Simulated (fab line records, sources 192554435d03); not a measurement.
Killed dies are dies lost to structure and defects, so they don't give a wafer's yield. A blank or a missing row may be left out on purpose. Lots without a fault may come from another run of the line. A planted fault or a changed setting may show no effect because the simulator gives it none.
Split-lot experiment | flow n5_finfet | 7 lots, 21 wafers read, on a route of 1938 steps

THE SPLIT
At N5_BEOL_M0_SAQP_SPACER2_ALD_26 (deposits SiO2, target thk 15 nm, pulse time 1 s, purge time 2 s), the setting target_thk_a was moved away from the recipe's 150 angstrom on 7 of the 21 wafers read, by -12.1% to +11.3%. The other wafers ran this setting at the recipe's value.

FROM THE SPLIT TO THE READING: what the file shows between them, 2 steps
- N5_BEOL_M0_SAQP_SPACER2_ETCHBACK_27: etches SiO2 in CHF3/O2, target depth 22.5 nm, time 11.25 s
- N5_BEOL_M0_SAQP_MANDREL2_REMOVE_110: chemistry HBr/Cl2/O2, target a-Si, stops on SiCN, bt time 10 s

THE READING
cd_nm, in nm, at N5_BEOL_M0_SAQP_CD_MEAS_29 (target cd 14.4 nm). Fault-free wafers of this fab line usually give 14.96 nm, standard deviation 0.21 nm.

wafer  | tool, chamber at the split | target_thk_a as run, angstrom | against the recipe | cd_nm, nm | against lot-mates on the recipe
L075.1 | ald_sin-01, 2,0,1          | 150                           | recipe             | 15.04     | -
L075.2 | ald_sin-01, 2,0,1          | 150                           | recipe             | 14.91     | -
L075.3 | ald_sin-01, 2,0,1          | 150                           | recipe             | 15.04     | -
L076.1 | ald_sin-02, 1,3,1          | 150                           | recipe             | 15.15     | -
L076.4 | ald_sin-02, 1,3,1          | 150                           | recipe             | 14.83     | -
L076.5 | ald_sin-02, 1,3,1          | 150                           | recipe             | 14.81     | -
L085.1 | ald_sin-01, 1              | 167                           | +11.3%             | 16.43     | +1.48
L085.3 | ald_sin-01, 2              | 150                           | recipe             | 14.95     | -
L085.6 | ald_sin-01, 1              | 167                           | +11.3%             | 16.55     | +1.60
L087.1 | ald_sin-01, 0,3            | 150                           | recipe             | 15.13     | -
L087.2 | ald_sin-01, 1              | 131.9                         | -12.1%             | 13.44     | -1.56
L087.3 | ald_sin-01, 0,3            | 150                           | recipe             | 14.87     | -
L089.4 | ald_sin-01, 3              | 139.7                         | -6.9%              | 13.73     | -1.08
L089.5 | ald_sin-01, 0,1            | 150                           | recipe             | 14.71     | -
L089.6 | ald_sin-01, 0,1            | 150                           | recipe             | 14.91     | -
L090.1 | ald_sin-03, 3              | 139                           | -7.3%              | 13.85     | -0.85
L090.2 | ald_sin-03, 1              | 150                           | recipe             | 14.62     | -
L090.5 | ald_sin-03, 1              | 150                           | recipe             | 14.78     | -
L091.3 | ald_sin-02, 1              | 131.8                         | -12.1%             | 13.15     | -1.84
L091.4 | ald_sin-02, 3              | 150                           | recipe             | 14.99     | -
L091.5 | ald_sin-02, 1              | 131.8                         | -12.1%             | 13.19     | -1.80
Where a row lists several chambers, the file gives one row for several wafers and doesn't say which wafer went through which chamber.

THE FIT
A straight line over all 21 wafers: cd_nm changes by +0.14 nm for each +1% of target_thk_a; r = +0.99; the points scatter about the line by 0.15 nm.
The same after taking each lot's own level away (the mean of its wafers on the recipe; 21 wafers): +0.14 nm for each +1%; r = +0.99; scatter 0.12 nm.
On that fit, the largest move of target_thk_a shifts the reading by 1.7 nm.
The lots' own levels span 14.700 to 15.000 nm, that is 1.4 times the standard deviation above.
So the lot-to-lot level changes the slope little: the two slopes agree.
Check: with one of the wafers moved furthest among these (-12.1%) left out of the fit, the line predicts -1.67 nm for it against its lot-mates. It came out at -1.84 nm against them.

OTHER SPLITS ON THESE WAFERS
These wafers also went through other splits before the reading. Each is held against what the fit with the lots' levels taken away leaves over:
other split on the same wafers   | wafers away from the commonest value | r with cd_nm (lot level and that fit taken away)
N5_BEOL_M0_SAQP_COAT_81 spin_rpm | 6                                    | +0.19

THE WHOLE CHAIN: every reading that the file lists as answering this split, in the file's order
step                                | what it does                                                    | reading                                                                                     | change (the file's fit)               | r (the file's)
N5_BEOL_M0_SAQP_SPACER2_ALD_26      | deposits SiO2, target thk 15 nm, pulse time 1 s, purge time 2 s | SiO2_of_BEOL_M0_SAQP_SPACER2_ALD_26.thk_nm (the simulator's own value, which no gauge read) | +0.152 nm for each +1% of the setting | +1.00
N5_BEOL_M0_SAQP_MANDREL2_REMOVE_110 | chemistry HBr/Cl2/O2, target a-Si, stops on SiCN, bt time 10 s  | BEOL_M0_SAQP.cd_nm (the simulator's own value, which no gauge read)                         | +0.153 nm for each +1% of the setting | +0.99
N5_BEOL_M0_SAQP_CD_MEAS_29          | target cd 14.4 nm                                               | cd_nm                                                                                       | +0.138 nm for each +1% of the setting | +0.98
N5_BEOL_M0_ETCH_138                 | etches SiCN in CH3F/O2, target depth 12 nm, time 31.6 s         | SiO2_of_BEOL_M0_SAQP_SPACER2_ALD_26.thk_nm (the simulator's own value, which no gauge read) | +0.156 nm for each +1% of the setting | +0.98
N5_BEOL_M0_HM_OPEN_105              | chemistry Cl2/BCl3, target TiN, target depth 12 nm              | SiO2_of_BEOL_M0_SAQP_SPACER2_ALD_26.thk_nm (the simulator's own value, which no gauge read) | +0.107 nm for each +1% of the setting | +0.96

THE FILE'S OWN FIT
cd_nm changes by +0.138 nm for each +1% of target_thk_a, r = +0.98.
